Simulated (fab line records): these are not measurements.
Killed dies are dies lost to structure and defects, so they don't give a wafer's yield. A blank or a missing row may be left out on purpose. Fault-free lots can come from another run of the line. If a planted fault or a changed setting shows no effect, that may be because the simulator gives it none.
Matching of chambers ; flow nand harc ; NHARC_A_BONDPAD_ETCH_34 on rie diel-10: 4 sister chambers
The step etches the open film in N2/H2, target depth 60 nm, overetch 18 nm, time 65.91 s. 20 wafers are shown with their chamber, then 10 later ones without.

EACH WAFER AND ITS CHAMBER
wafer;chamber;oes product au (a.u.);n2 flow sccm (sccm);showerhead plenum p Torr (Torr)
L074.3;3;0.995;150.0;2.05
L074.4;2;0.996;150.1;2.07
L074.6;2;1.004;150.7;2.07
L077.1;0;1.009;150.3;2.14
L077.4;2;1.002;150.2;2.07
L077.6;2;1.009;149.4;2.07
L078.1;2;0.996;149.5;2.07
L078.5;2;1.006;149.0;2.07
L078.6;1;0.995;149.3;1.88
L083.3;2;0.995;150.1;2.06
L083.5;0;1.004;149.9;2.14
L083.6;3;1.000;150.4;2.04
L086.3;0;1.007;150.1;2.14
L086.5;2;0.986;150.2;2.06
L086.6;1;0.999;149.7;2.22
L085.1;3;0.990;150.6;2.04
L085.3;1;0.989;149.7;2.22
L085.5;3;0.999;149.9;2.04
L087.1;0;1.007;150.3;2.14
L087.2;2;0.995;149.0;2.06

SIGNATURES, as means of the wafers listed above
reading;chamber 0;chamber 1;chamber 2;chamber 3;scatter within a chamber
oes product au;1.00675;0.99433;0.99878;0.99600;0.00574
n2 flow sccm;150.150;149.567;149.800;150.225;0.46
showerhead plenum p Torr;2.1400;2.1067;2.0667;2.0425;0.0695
Rule: distance of a wafer from a chamber = root of the sum over the readings of ((wafer's reading minus chamber's mean) / reading's scatter) squared. If the next closest chamber is less than 2 further off than the closest, the wafer can't be placed; otherwise it belongs to the closest. The scatter: the root of (the sum of the squares of (reading less its chamber's mean) over the shown wafers, divided by (wafers less chambers)).

WAFERS WITH NO CHAMBER GIVEN
wafer;oes product au (a.u.);n2 flow sccm (sccm);showerhead plenum p Torr (Torr)
L087.5;0.993;149.0;2.06
L088.3;1.004;149.8;2.14
L088.4;0.991;150.4;2.21
L088.6;1.004;149.6;2.04
L092.1;1.001;150.0;2.06
L092.3;1.000;149.8;2.13
L092.6;0.999;150.5;2.06
L094.2;1.000;149.4;2.21
L094.3;0.992;149.5;2.06
L094.6;0.993;149.5;2.21

THE CHAMBER EACH PASSED THROUGH
wafer;from the rows above;in truth
L087.5;can't be placed: 1 or 2 or 3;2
L088.3;can't be placed: 0 or 2 or 1 or 3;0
L088.4;can't be placed: 1 or 3 or 2 or 0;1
L088.6;can't be placed: 2 or 0 or 1 or 3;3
L092.1;can't be placed: 2 or 3 or 0 or 1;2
L092.3;can't be placed: 2 or 1 or 0 or 3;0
L092.6;can't be placed: 3 or 2 or 0 or 1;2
L094.2;can't be placed: 1 or 2 or 0 or 3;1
L094.3;can't be placed: 1 or 2 or 3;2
L094.6;can't be placed: 1 or 2 or 3 or 0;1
Placed correctly: 0 of 10. Can't be placed from these rows: 10 (the true chamber is among the candidates in 10). Placed wrongly: 0.
